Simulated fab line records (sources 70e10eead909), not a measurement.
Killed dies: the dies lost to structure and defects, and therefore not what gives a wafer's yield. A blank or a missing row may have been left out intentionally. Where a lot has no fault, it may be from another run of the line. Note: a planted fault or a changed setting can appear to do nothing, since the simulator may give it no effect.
fab line records	flow nand-harc
[record] lots = 7	wafers = 20	last-day = 33
route steps=1302 shown A_M0@1148
lots that met no fault: taken from a fault-free run of the same line
start-h: hours from the record's opening day to when the first of the lot's shown wafers began	wait-h: hours elapsed since this lot's preceding step	" unchanged from the row above	L1.1+2: a single row standing in for several wafers	- value missing, or start not given	* or withheld: withheld	< > ~ a bound
route shown NAME@n: a module of which the file shows steps, and the number in the route of the first	usual: the fault-free wafers' mean and standard deviation	same: alike in all rows	chamber/n: place in a boat	sites: each site's reading	_std_site: the values' standard deviation	_edge_site: inner sites' mean taken away from outer sites' mean	radius-mm: how far each site lies from the wafer's centre	mask NAME#n: copy n	behind: the tool/chamber that last shaped the wafer	hold: cause of the lot's hold/its duration in hours/its outcome	device: names the non-switching transistor (n, p or np)	end of line: tests run on the same wafers once the route is complete	for a step that has no rows: nothing shown but its recipe	killed: count of dies lost to structure and defects at first sort (not the wafer's yield)	map: a wafer's dies, x killed, . not, _ none there
set.NAME: the run value of the setting; set.NAME@STEP: its run value at that earlier step	model.NAME: the simulator's own value behind a step, which no gauge read
a table for each step, a row for each wafer; lots at some steps of the route
services: from which hour (start-h, from the record's first day; less than 0 if before it) a tool's chamber was out of use, for how many hours, and why
[[steps]]
[step NHARC_A_M0_OVL_MEAS_10]
[recipe] pitch-nm = 160
[usual] overlay-x-nm = 0.1/0.71	overlay-y-nm = 0.0/0.78
lot.wafer	tool	chamber	start-h	wait-h	overlay-x-nm	overlay-y-nm
L325.1	overlay-01	-	528.37	-	-0.2	-0.4
L325.3	"	-	"	"	-0.7	-0.6
L325.4	"	-	"	"	-0.6	-0.1
L330.2	overlay-02	-	599.40	-	0.8	0.0
L330.4	"	-	"	"	0.6	0.0
L330.6	"	-	"	"	1.0	0.0
L333.1	overlay-02	-	621.77	-	1.6	1.3
L333.3	"	-	"	"	1.7	1.3
L333.5	"	-	"	"	1.5	1.1
L335.5	overlay-02	-	622.60	-	-0.3	0.0
L335.6	"	-	"	"	-0.3	-0.2
L341.1	overlay-01	-	695.37	-	0.7	-0.6
L341.2	"	-	"	"	0.7	0.1
L341.5	"	-	"	"	0.8	-0.2
L347.1	overlay-02	-	738.85	-	0.6	-0.9
L347.4	"	-	"	"	0.2	-0.8
L347.5	"	-	"	"	0.8	-1.0
L346.3	overlay-02	-	740.69	-	0.9	0.6
L346.4	"	-	"	"	0.7	0.1
L346.5	"	-	"	"	0.7	0.7
[step NHARC_A_M0_INSPECT_11]
[usual] raw-defect-count = 82/40
lot.wafer	tool	chamber	start-h	wait-h	raw-defect-count
L325.1	defect-inspect-02	-	528.41	0.0	110
L325.3	"	-	"	"	107
L325.4	"	-	"	"	111
L330.2	defect-inspect-02	-	599.44	0.0	93
L330.4	"	-	"	"	73
L330.6	"	-	"	"	74
L333.1	defect-inspect-02	-	621.81	0.0	95
L333.3	"	-	"	"	115
L333.5	"	-	"	"	104
L335.5	defect-inspect-01	-	622.64	0.0	85
L335.6	"	-	"	"	66
L341.1	defect-inspect-02	-	695.41	0.0	78
L341.2	"	-	"	"	67
L341.5	"	-	"	"	58
L347.1	defect-inspect-02	-	738.89	0.0	122
L347.4	"	-	"	"	114
L347.5	"	-	"	"	131
L346.3	defect-inspect-01	-	740.72	0.0	12
L346.4	"	-	"	"	15
L346.5	"	-	"	"	28
[step NHARC_A_M0_DESCUM_14]
[recipe] time-s = 3	o2-flow-sccm = 200	ar-flow-sccm = 0	bias-power-w = 0	chemistry = O2
[step NHARC_A_M0_ETCH_34]
[recipe] target-depth-a = 400	overetch-a = 120	time-s = 43.94	ion-energy-ev = 200	n2-flow-sccm = 150	h2-flow-sccm = 150	ar-flow-sccm = 0	rf-w = 400	bias-w = 150	chemistry = N2/H2
[usual] drypump-motor-current-A = 6.1/0.5	oes-product-au = 1.002/0.01	rf-vpp-V = 431.8/1.8	showerhead-plenum-p-Torr = 2.09/0.062	throttle-valve-pct = 14.170/0.0091
[same] time-s = 43.94
lot.wafer	tool	chamber	start-h	wait-h	drypump-motor-current-A	oes-product-au	rf-hours-counter-h	rf-vpp-V	showerhead-plenum-p-Torr	throttle-valve-pct
L325.3	rie-diel-09	0	528.57	0.1	5.8	1.006	0	431.8	2.13	14.161
L325.1	"	3	"	"	6.2	0.979	1	429.9	2.03	14.163
L325.4	"	0	"	"	5.8	1.017	-	432.5	2.13	14.165
L330.4	rie-diel-09	3	599.59	0.1	6.2	0.996	4	428.7	2.03	14.180
L330.2	"	1	"	"	5.7	1.018	5	429.8	2.06	14.177
L330.6	"	3	"	"	6.2	0.992	-	430.4	2.03	14.164
L333.3	rie-diel-08	0	621.97	0.1	5.9	1.009	4	433.0	2.15	14.174
L333.1	"	2	"	"	6.8	0.994	4	435.0	2.19	14.184
L333.5	"	0	"	"	5.9	1.010	-	431.9	2.15	14.177
L335.6	rie-diel-11	3	622.81	0.1	6.4	0.997	-	428.5	1.98	14.178
L335.5	"	0	"	"	5.5	0.991	-	431.1	2.03	14.174
L341.2	rie-diel-09	1	695.55	0.1	5.8	1.008	1	431.3	2.06	14.173
L341.1	"	2	"	"	5.9	1.002	2	433.5	2.15	14.182
L341.5	"	1	"	"	5.8	1.001	-	431.1	2.06	14.173
L347.1	rie-diel-08	2	739.04	0.1	6.8	0.992	1	433.2	2.18	14.156
L347.4	"	0	"	"	5.9	1.015	1	432.3	2.14	14.178
L347.5	"	2	"	"	6.8	1.000	-	435.3	2.18	14.166
L346.4	rie-diel-08	1	740.88	0.1	5.5	1.002	1	433.3	2.13	14.173
L346.3	"	2	"	"	6.8	1.004	1	433.3	2.18	14.165
L346.5	"	1	"	"	5.6	0.996	-	432.3	2.13	14.186
[step NHARC_A_M0_ETCH_15]
[recipe] target-depth-a = 1500	overetch-a = 150	time-s = 82.5	c4f8-flow-sccm = withheld	ar-flow-sccm = 400	rf-w = 600	bias-w = 300	chemistry = C4F8/Ar
[step NHARC_A_M0_CD_MEAS_16]
[usual] cd-nm = 80.1/0.88
lot.wafer	tool	chamber	start-h	wait-h	cd-nm
L325.1	cd-sem-02	-	528.81	-	79.7
L325.3	"	-	"	"	80.8
L325.4	"	-	"	"	81.1
L330.2	cd-sem-02	-	599.80	-	80.9
L330.4	"	-	"	"	80.5
L330.6	"	-	"	"	79.7
L333.1	cd-sem-01	-	622.21	-	81.6
L333.3	"	-	"	"	81.7
L333.5	"	-	"	"	81.0
L335.5	cd-sem-03	-	623.01	-	81.2
L335.6	"	-	"	"	81.0
L341.1	cd-sem-02	-	695.77	-	78.9
L341.2	"	-	"	"	79.2
L341.5	"	-	"	"	80.0
L347.1	cd-sem-03	-	739.25	-	78.4
L347.4	"	-	"	"	78.8
L347.5	"	-	"	"	78.1
L346.3	cd-sem-02	-	741.11	-	78.7
L346.4	"	-	"	"	79.5
L346.5	"	-	"	"	79.9
[step NHARC_A_M0_STRIP_18]
[recipe] power-w = 1000	n2-flow-sccm = 150	h2-flow-sccm = 150	ar-flow-sccm = 0	bias-w = 0	chemistry = N2/H2
[usual] drypump-motor-current-A = 6.0/0.52	oes-product-au = 1.003/0.0099	rf-vpp-V = 90.9/0.83	showerhead-plenum-p-Torr = 2.09/0.064	throttle-valve-pct = 14.172/0.0095
lot.wafer	tool	chamber	start-h	wait-h	drypump-motor-current-A	oes-product-au	rf-hours-counter-h	rf-vpp-V	showerhead-plenum-p-Torr	throttle-valve-pct
L325.1	rie-diel-09	0	528.89	0.1	5.7	1.004	0.4	91.2	2.13	14.186
L325.3	"	3	"	"	6.2	0.988	0.6	91.2	2.03	14.171
L325.4	"	1	"	"	5.8	1.034	-	92.2	2.06	14.170
L330.2	rie-diel-11	3	599.90	0.1	6.4	0.994	8.7	89.9	1.98	14.173
L330.4	"	1	"	"	6.8	1.011	8.9	90.9	2.12	14.181
L330.6	"	2	"	"	6.5	1.006	-	91.4	2.11	14.161
L333.3	rie-diel-09	2	622.31	0.1	5.9	0.998	5.0	91.5	2.15	14.180
L333.1	"	0	"	"	5.7	1.003	5.3	90.4	2.13	14.170
L333.5	"	1	"	"	5.8	1.023	-	91.7	2.06	14.167
L335.5	rie-diel-08	2	623.18	0.2	6.8	0.988	-	90.1	2.19	14.171
L335.6	"	3	"	"	5.0	0.999	-	90.4	2.02	14.168
L341.1	rie-diel-08	2	695.87	0.1	6.8	1.006	10.4	91.6	2.18	14.181
L341.2	"	3	"	"	5.0	0.999	9.6	91.0	2.02	14.182
L341.5	"	2	"	"	6.8	1.008	-	91.8	2.18	14.171
L347.1	rie-diel-09	1	739.33	0.1	5.8	1.011	3.2	90.7	2.06	14.182
L347.4	"	3	"	"	6.2	0.986	4.1	90.2	2.03	14.176
L347.5	"	1	"	"	5.7	1.011	-	90.5	2.06	14.165
L346.3	rie-diel-11	3	741.18	0.1	6.4	0.998	10.3	90.3	1.98	14.184
L346.4	"	1	"	"	6.8	1.006	7.6	89.5	2.12	14.177
L346.5	"	3	"	"	6.4	1.004	-	90.0	1.97	14.162
[step NHARC_A_M0_STRIP_19]
[recipe] time-s = 600	temp-c = 30	chemistry = post-etch-residue-remover
[step NHARC_A_M0_DEGAS_28]
[recipe] temp-c = 250	time-s = 60
[usual] heater-power-w = 328/27
[same] time-s = 60
lot.wafer	tool	chamber	start-h	wait-h	heater-power-w
L325.3	pvd-sputter-02	-	529.48	-	288
L325.4	"	-	"	"	311
L325.1	"	-	"	"	335
L330.4	pvd-sputter-02	-	600.41	-	309
L330.2	"	-	"	"	339
L330.6	"	-	"	"	342
L333.3	pvd-sputter-02	-	622.83	-	312
L333.1	"	-	"	"	336
L333.5	"	-	"	"	345
L335.6	pvd-sputter-02	-	623.70	-	317
L335.5	"	-	"	"	341
L341.2	pvd-sputter-02	-	696.39	-	344
L341.1	"	-	"	"	298
L341.5	"	-	"	"	330
L347.1	pvd-sputter-01	-	739.88	-	372
L347.4	"	-	"	"	352
L347.5	"	-	"	"	385
L346.3	pvd-sputter-03	-	741.73	-	333
L346.4	"	-	"	"	349
L346.5	"	-	"	"	338
[step NHARC_A_M0_PRE_CLEAN_29]
[recipe] time-s = 30	temp-c = 280	gas = H2/He
[usual] heater-power-w = 399/34
[same] time-s = 30
lot.wafer	tool	chamber	start-h	wait-h	heater-power-w
L325.4	pvd-sputter-02	-	-	-	381
L325.3	"	-	"	"	408
L325.1	"	-	"	"	376
L330.4	pvd-sputter-02	-	-	-	389
L330.2	"	-	"	"	408
L330.6	"	-	"	"	342
L333.3	pvd-sputter-02	-	-	-	416
L333.1	"	-	"	"	377
L333.5	"	-	"	"	394
L335.5	pvd-sputter-02	-	-	-	375
L335.6	"	-	"	"	338
L341.2	pvd-sputter-02	-	-	-	417
L341.1	"	-	"	"	415
L341.5	"	-	"	"	336
L347.4	pvd-sputter-01	-	-	-	455
L347.1	"	-	"	"	423
L347.5	"	-	"	"	429
L346.4	pvd-sputter-03	-	-	-	405
L346.3	"	-	"	"	426
L346.5	"	-	"	"	401
[step NHARC_A_M0_PVD_20]
[recipe] target-thk-a = 50	bias-v = 168.6	power-w = 15000	chamber-pressure-pa = 0.12	time-s = 8.06	substrate-temp-c = 50	material = TaN
[step NHARC_A_M0_PVD_21]
[recipe] target-thk-a = 300	chamber-pressure-pa = 5	power-w = 5000	substrate-temp-c = 30	time-s = 20.49	material = Cu
[usual] throttle-valve-pct = 30.0/0.91
[same] time-s = 20.49
lot.wafer	tool	chamber	start-h	wait-h	throttle-valve-pct
L325.4	pvd-sputter-02	-	-	-	28.5
L325.3	"	-	"	"	31.4
L325.1	"	-	"	"	29.7
L330.2	pvd-sputter-02	-	-	-	31.5
L330.4	"	-	"	"	30.6
L330.6	"	-	"	"	31.4
L333.1	pvd-sputter-02	-	-	-	30.8
L333.3	"	-	"	"	29.7
L333.5	"	-	"	"	28.5
L335.5	pvd-sputter-02	-	-	-	28.6
L335.6	"	-	"	"	31.4
L341.1	pvd-sputter-02	-	-	-	30.0
L341.2	"	-	"	"	30.4
L341.5	"	-	"	"	29.0
L347.4	pvd-sputter-01	-	-	-	29.7
L347.1	"	-	"	"	29.3
L347.5	"	-	"	"	30.2
L346.3	pvd-sputter-03	-	-	-	30.4
L346.4	"	-	"	"	29.3
L346.5	"	-	"	"	28.7
[step NHARC_A_M0_ECD_22]
[recipe] target-thk-a = 4000	bath-temp-c = 25	material = Cu
lot.wafer	tool	chamber	start-h	wait-h
L325.1+4+3	ecd-cu-02	1,0,1	529.89	-
L330.2+4+6	ecd-cu-01	1	600.82	-
L333.1+3+5	ecd-cu-01	0,1,0	623.19	-
L335.5+6	ecd-cu-01	1,0	624.24	-
L341.1+2+5	ecd-cu-01	0,1,0	696.75	-
L347.1+4+5	ecd-cu-01	1,1,0	740.25	-
L346.3+4+5	ecd-cu-02	0,1,1	742.18	-
[step NHARC_A_M0_ANNEAL_30]
[recipe] temp-c = 225	time-s = 90
[step NHARC_A_M0_CMP_23]
[recipe] t-overpolish-s = 20	target-thk-nm = 113.75
[usual] motor-current-A = 11.7/1.2	slurry-filter-dp-kPa = 13.50/0.14	time-to-endpoint-s = 30.3/2.8
lot.wafer	tool	chamber	start-h	wait-h	motor-current-A	slurry-filter-dp-kPa	time-to-endpoint-s
L325.3	cmp-04	0	530.56	-	12.6	13.64	30.4
L325.4	"	1	"	"	11.8	13.92	32.5
L325.1	"	3	"	"	14.1	13.52	29.0
L330.2	cmp-01	1	601.49	-	10.6	13.60	28.1
L330.4	"	2	"	"	11.9	13.60	28.5
L330.6	"	2	"	"	11.9	13.32	10.2
L333.3	cmp-02	1	624.00	-	10.6	13.43	29.6
L333.1	"	2	"	"	11.0	13.52	28.9
L333.5	"	0	"	"	10.8	13.70	14.9
L335.6	cmp-01	2	624.87	-	10.6	13.47	9.3
L335.5	"	3	"	"	9.9	13.35	12.8
L341.2	cmp-04	1	697.51	-	11.2	13.58	32.1
L341.1	"	3	"	"	14.6	13.47	28.6
L341.5	"	0	"	"	12.6	13.75	31.1
L347.1	cmp-04	1	740.99	-	11.9	13.55	34.0
L347.4	"	2	"	"	10.2	13.38	31.0
L347.5	"	1	"	"	11.6	13.51	32.0
L346.4	cmp-01	1	742.80	-	10.5	13.35	29.8
L346.3	"	0	"	"	11.0	13.37	32.0
L346.5	"	2	"	"	11.0	13.50	30.7
[[services]]
tool	chamber	start-h	hours	kind
cmp-04	-	508.03	5.6	repair
rie-diel-09	0	510.14	4.2	repair
ecd-cu-01	-	512.00	8.0	pm
rie-diel-09	2	525.57	9.4	repair
pvd-sputter-03	-	526.04	10.0	pm
ecd-cu-01	-	531.23	0.7	repair
cmp-04	-	542.58	2.1	repair
rie-diel-08	-	544.81	9.0	pm
pvd-sputter-01	-	571.49	10.4	repair
cmp-04	-	576.37	1.1	repair
rie-diel-08	0	579.45	3.8	repair
cmp-04	-	580.62	0.4	repair
pvd-sputter-01	-	582.92	10.0	pm
rie-diel-09	0	589.79	1.5	repair
rie-diel-08	1	615.17	13.5	repair
rie-diel-09	-	618.97	0.8	repair
pvd-sputter-02	-	638.96	10.0	pm
rie-diel-09	-	658.58	1.9	repair
rie-diel-09	1	664.22	12.5	repair
rie-diel-09	-	674.15	9.0	pm
pvd-sputter-02	-	683.60	11.2	repair
ecd-cu-01	-	688.00	8.0	pm
rie-diel-08	-	721.81	9.0	pm
pvd-sputter-02	-	727.74	30.5	repair
[[key]]
[first-sign] step = NHARC_A_M0_CMP_23	reading = time-to-endpoint-s	direction = down	sigmas = 6.6	usual = *	struck = *
effect none on later readings
met-at NHARC_A_M0_ECD_22
struck-wafers L330.6,L333.5,L335.5,L335.6
later-rows-left-out L330.6,L333.5,L335.5,L335.6
sort-left-out L330.6,L333.5,L335.5,L335.6
[fault] kind = process-parameter-drift	tool = ecd-cu-01	chamber = -	onset-h = 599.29	steps = NHARC_A_M0_ECD_22	channel = target-thk-a	offset = *	shape = step	end-h = 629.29	scope = struck-wafers-only	acts-in = *	stated = *
// sort-left-out: the simulated sort isn't trusted on such a fault, so these wafers' sort isn't shown, and their yield isn't known
// later-rows-left-out: the simulator's readings of these wafers behind a module that went badly wrong aren't trusted and aren't shown, but for the sort
